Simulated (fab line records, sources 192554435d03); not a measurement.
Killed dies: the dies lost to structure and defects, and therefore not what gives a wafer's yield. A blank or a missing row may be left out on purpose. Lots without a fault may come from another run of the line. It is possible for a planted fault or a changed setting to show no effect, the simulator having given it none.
The tool behind it: which one? ; flow n5Finfet ; Sampling: 24 lots, 72 wafers, 6 of 1938 route steps

WHAT EACH GAUGE READ, for each wafer
N5_BEOL_M2_THK_MEAS_01. Usual: M2_ILD_THK 78.6 nm, standard deviation 1.1.
lot;measured;on;M2_ILD_THK (nm);flag
L074;day 6 11:13;filmMetro-01;79.0 78.5 79.1;
L075;day 6 22:01;filmMetro-02;76.4 76.9 76.9;
L076;day 7 01:28;filmMetro-02;76.3 78.3 78.2;
L077;day 7 06:57;filmMetro-02;77.5 78.3 78.9;
L078;day 7 09:37;filmMetro-01;78.4 78.7 79.8;
L079;day 7 18:22;filmMetro-01;78.5 78.6 80.8;
L080;day 7 20:07;filmMetro-02;77.5 78.3 79.0;
L082;day 8 14:27;filmMetro-02;79.4 79.2 78.5;
L081;day 8 14:41;filmMetro-02;78.3 80.5 79.9;
L083;day 9 02:46;filmMetro-02;77.9 78.8 78.4;
L085;day 9 04:19;filmMetro-01;78.1 78.1 77.5;
L084;day 9 04:47;filmMetro-01;76.4 77.8 78.9;
L086;day 9 16:42;filmMetro-01;76.5 77.5 77.1;
L088;day 9 19:44;filmMetro-02;78.2 78.5 78.8;
L087;day 9 23:11;filmMetro-02;77.6 78.4 79.2;
L089;day 10 05:10;filmMetro-02;78.7 79.3 79.6;
L090;day 10 16:27;filmMetro-01;78.7 77.5 79.5;
L091;day 10 23:52;filmMetro-02;78.4 79.3 79.5;
L092;day 11 02:14;filmMetro-01;78.8 79.2 79.1;
L093;day 11 05:10;filmMetro-02;78.6 77.9 79.5;
L094;day 11 16:16;filmMetro-02;78.7 79.7 79.9;
L095;day 12 03:12;filmMetro-01;78.6 80.8 79.7;
L096;day 12 07:49;filmMetro-01;77.8 77.6 78.9;
L097;day 12 08:04;filmMetro-01;76.6 77.3 77.7;

N5_BEOL_M2_THK_MEAS_53: measures by xrf. Usual: M2_THK 40.0 nm, standard deviation 1.5.
lot;measured;on;M2_THK (nm);flag
L074;day 6 18:16;filmMetro-02;36.9 39.3 42.5;
L075;day 7 06:13;filmMetro-01;40.8 41.2 39.6;
L076;day 7 14:39;filmMetro-01;38.2 40.6 39.5;
L077;day 8 09:41;filmMetro-01;38.2 41.9 41.6;
L078;day 8 11:47;filmMetro-02;37.7 40.0 40.6;
L079;day 8 19:40;filmMetro-02;38.7 38.2 37.1;
L080;day 8 21:44;filmMetro-01;38.6 39.0 40.4;
L082;day 8 23:37;filmMetro-01;38.9 37.9 39.5;
L081;day 9 02:03;filmMetro-02;38.7 40.6 38.0;
L083;day 9 18:14;filmMetro-01;40.5 41.3 38.7;
L085;day 9 16:10;filmMetro-02;40.5 38.8 38.6;
L084;day 9 19:05;filmMetro-01;38.3 37.2 38.2;
L086;day 10 03:57;filmMetro-02;39.2 39.0 39.4;
L088;day 10 04:28;filmMetro-01;40.5 42.0 41.5;
L087;day 10 07:11;filmMetro-02;41.1 42.4 40.1;
L089;day 10 15:48;filmMetro-02;43.6 39.7 42.6;
L090;day 11 06:49;filmMetro-01;38.8 38.9 37.4;
L091;day 11 11:36;filmMetro-01;39.4 40.6 38.3;
L092;day 12 00:12;filmMetro-02;40.6 41.6 42.8;
L093;day 11 14:34;filmMetro-01;40.3 39.9 40.9;
L094;day 12 03:24;filmMetro-01;38.5 39.0 40.8;
L095;day 12 15:19;filmMetro-01;38.8 41.1 41.2;
L096;day 12 17:11;filmMetro-02;39.7 39.6 39.5;
L097;day 12 19:25;filmMetro-02;41.9 40.9 40.6;

WHICH TOOL RAN EACH LOT (tool, then ch and the chambers of the sampled wafers, then the start)
lot;N5_BEOL_M1_PRE_CLEAN_60;N5_BEOL_M2_DESCUM_16;N5_BEOL_M2_DEGAS_44;N5_BEOL_M2_SPUTTER_48
L074;cvdCo-02 ch 0,2, day 6 10:52;rieDiel-06 ch 0,2,3, day 6 12:08;pvdSputter-03, day 6 14:13;pvdSputter-02, day 6 15:43
L075;cvdCo-01 ch 0,2, day 6 21:39;rieDiel-06 ch 0,1, day 6 22:59;pvdSputter-01, day 7 03:01;pvdSputter-02, day 7 03:40
L076;cvdCo-01 ch 0,2, day 7 01:07;rieDiel-01 ch 0,1,2, day 7 03:14;pvdSputter-03, day 7 11:25;pvdSputter-02, day 7 12:06
L077;cvdCo-02 ch 0,2, day 7 06:35;rieDiel-06 ch 1,3, day 7 09:38;pvdSputter-03, day 8 06:34;pvdSputter-01, day 8 07:08
L078;cvdCo-02 ch 0,2, day 7 09:16;rieDiel-01 ch 0,1,2, day 7 11:35;pvdSputter-01, day 8 07:03;pvdSputter-01, day 8 08:58
L079;cvdCo-02 ch 0,1, day 7 18:00;rieDiel-01 ch 2,3, day 7 20:17;pvdSputter-01, day 8 16:32;pvdSputter-01, day 8 17:07
L080;cvdCo-01 ch 0,2, day 7 19:44;rieDiel-06 ch 0,1,3, day 7 20:49;pvdSputter-03, day 8 16:56;pvdSputter-03, day 8 19:12
L082;cvdCo-01 ch 0,1,2, day 8 14:07;rieDiel-01 ch 0,1,2, day 8 15:04;pvdSputter-02, day 8 19:44;pvdSputter-03, day 8 21:02
L081;cvdCo-01 ch 0,1, day 8 14:20;rieDiel-05 ch 2,3, day 8 15:25;pvdSputter-02, day 8 22:52;pvdSputter-03, day 8 23:29
L083;cvdCo-01 ch 0,1, day 9 02:23;rieDiel-06 ch 0,1,3, day 9 04:02;pvdSputter-01, day 9 13:06;pvdSputter-01, day 9 15:41
L085;cvdCo-02 ch 0,1, day 9 03:58;rieDiel-01 ch 0,2, day 9 06:53;pvdSputter-02, day 9 12:29;pvdSputter-02, day 9 13:38
L084;cvdCo-02 ch 1,2, day 9 04:25;rieDiel-06 ch 0,3, day 9 07:11;pvdSputter-03, day 9 15:58;pvdSputter-03, day 9 16:32
L086;cvdCo-02 ch 0,2, day 9 16:20;rieDiel-06 ch 0,3, day 9 19:28;pvdSputter-01, day 9 22:43;pvdSputter-01, day 10 00:59
L088;cvdCo-02 ch 0,2, day 9 19:21;rieDiel-05 ch 0,3, day 9 20:41;pvdSputter-02, day 10 01:15;pvdSputter-02, day 10 01:55
L087;cvdCo-02 ch 1,2, day 9 22:50;rieDiel-01 ch 0,1,2, day 10 02:05;pvdSputter-01, day 10 03:58;pvdSputter-01, day 10 04:39
L089;cvdCo-01 ch 0,1,2, day 10 04:47;rieDiel-01 ch 1,2, day 10 07:32;pvdSputter-01, day 10 12:30;pvdSputter-02, day 10 13:15
L090;cvdCo-02 ch 1,2, day 10 16:06;rieDiel-01 ch 0,1,3, day 10 17:37;pvdSputter-01, day 11 03:33;pvdSputter-01, day 11 04:10
L091;cvdCo-02 ch 0,2, day 10 23:31;rieDiel-01 ch 0,2,3, day 11 03:08;pvdSputter-03, day 11 06:56;pvdSputter-01, day 11 09:03
L092;cvdCo-01 ch 1,2, day 11 01:53;rieDiel-06 ch 1,2, day 11 04:13;pvdSputter-01, day 11 20:59;pvdSputter-01, day 11 21:40
L093;cvdCo-01 ch 0,1, day 11 04:49;rieDiel-06 ch 1,3, day 11 06:56;pvdSputter-02, day 11 11:02;pvdSputter-01, day 11 11:59
L094;cvdCo-01 ch 1,2, day 11 15:55;rieDiel-05 ch 2,3, day 11 21:11;pvdSputter-03, day 12 00:11;pvdSputter-03, day 12 00:51
L095;cvdCo-01 ch 0,1, day 12 02:50;rieDiel-05 ch 0,1,3, day 12 04:37;pvdSputter-02, day 12 12:03;pvdSputter-03, day 12 12:47
L096;cvdCo-02 ch 0,1,2, day 12 07:28;rieDiel-06 ch 1,3, day 12 09:12;pvdSputter-02, day 12 12:49;pvdSputter-03, day 12 14:37
L097;cvdCo-02 ch 0,1, day 12 07:41;rieDiel-06 ch 0,1,3, day 12 09:30;pvdSputter-02, day 12 15:58;pvdSputter-03, day 12 16:52
- N5_BEOL_M1_PRE_CLEAN_60: time 15 s.
- N5_BEOL_M2_DESCUM_16: chemistry O2, time 7 s.
- N5_BEOL_M2_DEGAS_44: time 60 s.
- N5_BEOL_M2_SPUTTER_48: material Cu, target thk 4.5 nm, time 8.29 s.

AS READ BY THE TOOLS THEMSELVES (means over the sampled wafers that have a number; for cases with no such wafer, the mark the record gives instead)
N5_BEOL_M1_PRE_CLEAN_60. Usual: heaterPowerW 86 W, standard deviation 16.
lot;tool;heaterPowerW (W);flag
L074;cvdCo-02;96;
L075;cvdCo-01;72;
L076;cvdCo-01;72;
L077;cvdCo-02;91;
L078;cvdCo-02;91;
L079;cvdCo-02;104;
L080;cvdCo-01;72;
L082;cvdCo-01;71;
L081;cvdCo-01;66;
L083;cvdCo-01;72;
L085;cvdCo-02;103;
L084;cvdCo-02;92;
L086;cvdCo-02;92;
L088;cvdCo-02;91;
L087;cvdCo-02;101;
L089;cvdCo-01;72;
L090;cvdCo-02;99;
L091;cvdCo-02;92;
L092;cvdCo-01;79;
L093;cvdCo-01;73;
L094;cvdCo-01;77;
L095;cvdCo-01;68;
L096;cvdCo-02;98;
L097;cvdCo-02;106;

N5_BEOL_M2_DESCUM_16. Usual: drypumpMotorCurrentA 5.6 A, standard deviation 0.59; oesProductAu 0.78 a.u., standard deviation 0.09; rfVppV 242.7 V, standard deviation 1.5; showerheadPlenumPTorr 2.06 Torr, standard deviation 0.067; tempC 39.99 C, standard deviation 0.13; throttleValvePct 20.41 %, standard deviation 0.27.
lot;tool;drypumpMotorCurrentA (A);oesProductAu (a.u.);rfVppV (V);showerheadPlenumPTorr (Torr);tempC (C);throttleValvePct (%);flag
L074;rieDiel-06;5.9;0.73;241.4;2.02;39.86;20.40;
L075;rieDiel-06;5.4;0.78;242.9;2.07;39.95;20.53;
L076;rieDiel-01;5.5;0.81;243.3;2.08;39.84;20.26;
L077;rieDiel-06;5.3;0.72;241.1;1.99;40.08;20.61;
L078;rieDiel-01;5.5;0.80;243.0;2.08;40.00;20.27;
L079;rieDiel-01;6.1;0.79;243.5;2.10;39.96;20.14;
L080;rieDiel-06;5.3;0.74;242.0;2.03;40.06;20.58;
L082;rieDiel-01;5.5;0.79;242.7;2.07;40.06;20.28;
L081;rieDiel-05;5.9;0.69;244.5;2.14;39.99;20.52;
L083;rieDiel-06;5.3;0.74;241.7;2.03;40.03;20.59;
L085;rieDiel-01;5.9;0.82;243.6;2.09;40.07;20.19;
L084;rieDiel-06;5.5;0.73;242.4;2.04;40.07;20.45;
L086;rieDiel-06;5.5;0.70;241.8;2.01;39.93;20.50;
L088;rieDiel-05;6.1;0.81;243.1;2.08;40.06;20.33;
L087;rieDiel-01;5.5;0.78;242.5;2.07;39.72;20.30;
L089;rieDiel-01;5.5;0.76;243.7;2.08;40.08;20.21;
L090;rieDiel-01;5.1;0.83;243.5;2.05;40.00;20.36;
L091;rieDiel-01;5.5;0.85;242.7;2.06;39.96;20.27;
L092;rieDiel-06;5.5;0.82;242.2;2.08;40.02;20.61;
L093;rieDiel-06;5.3;0.69;241.5;1.98;40.02;20.68;
L094;rieDiel-05;5.9;0.78;243.5;2.13;39.89;20.49;
L095;rieDiel-05;6.0;0.83;242.1;2.07;39.98;20.34;
L096;rieDiel-06;5.3;0.88;244.0;2.15;39.95;20.53;
L097;rieDiel-06;5.3;0.81;243.9;2.10;39.94;20.56;

N5_BEOL_M2_DEGAS_44. Usual: heaterPowerW 343 W, standard deviation 27.
lot;tool;heaterPowerW (W);flag
L074;pvdSputter-03;346;
L075;pvdSputter-01;357;
L076;pvdSputter-03;333;
L077;pvdSputter-03;355;
L078;pvdSputter-01;339;
L079;pvdSputter-01;344;
L080;pvdSputter-03;327;
L082;pvdSputter-02;357;
L081;pvdSputter-02;361;
L083;pvdSputter-01;362;
L085;pvdSputter-02;366;
L084;pvdSputter-03;330;
L086;pvdSputter-01;350;
L088;pvdSputter-02;346;
L087;pvdSputter-01;356;
L089;pvdSputter-01;361;
L090;pvdSputter-01;322;
L091;pvdSputter-03;362;
L092;pvdSputter-01;339;
L093;pvdSputter-02;348;
L094;pvdSputter-03;331;
L095;pvdSputter-02;344;
L096;pvdSputter-02;364;
L097;pvdSputter-02;343;

N5_BEOL_M2_SPUTTER_48. Usual: throttleValvePct 30.2 %, standard deviation 0.96.
lot;tool;throttleValvePct (%);flag
L074;pvdSputter-02;29.2;
L075;pvdSputter-02;30.7;
L076;pvdSputter-02;30.8;
L077;pvdSputter-01;30.9;
L078;pvdSputter-01;30.9;
L079;pvdSputter-01;30.8;
L080;pvdSputter-03;30.2;
L082;pvdSputter-03;30.0;
L081;pvdSputter-03;30.2;
L083;pvdSputter-01;31.7;
L085;pvdSputter-02;29.3;
L084;pvdSputter-03;30.2;
L086;pvdSputter-01;30.3;
L088;pvdSputter-02;29.7;
L087;pvdSputter-01;29.7;
L089;pvdSputter-02;28.8;
L090;pvdSputter-01;31.3;
L091;pvdSputter-01;30.4;
L092;pvdSputter-01;30.5;
L093;pvdSputter-01;29.9;
L094;pvdSputter-03;30.4;
L095;pvdSputter-03;30.4;
L096;pvdSputter-03;30.4;
L097;pvdSputter-03;30.3;

THE ANSWER, worked out from the rows above alone
Rule: lot off if the mean of its wafers having a number is beyond 3 standard deviations from the usual mean. A lot without any number at a reading at which 4 lots or more have one is off too. The other lots that the step has rows for count as sound. The gauges are gone through in route order, then the tools' own readings, and for those a lot's mean is taken as printed above. At the first step where some lot is off, the reading lying furthest off is the one used; lots without a number count as furthest.
Across all readings shown, no lot is off: no conclusion can be drawn from this.

WHAT THE SIMULATOR PUT IN
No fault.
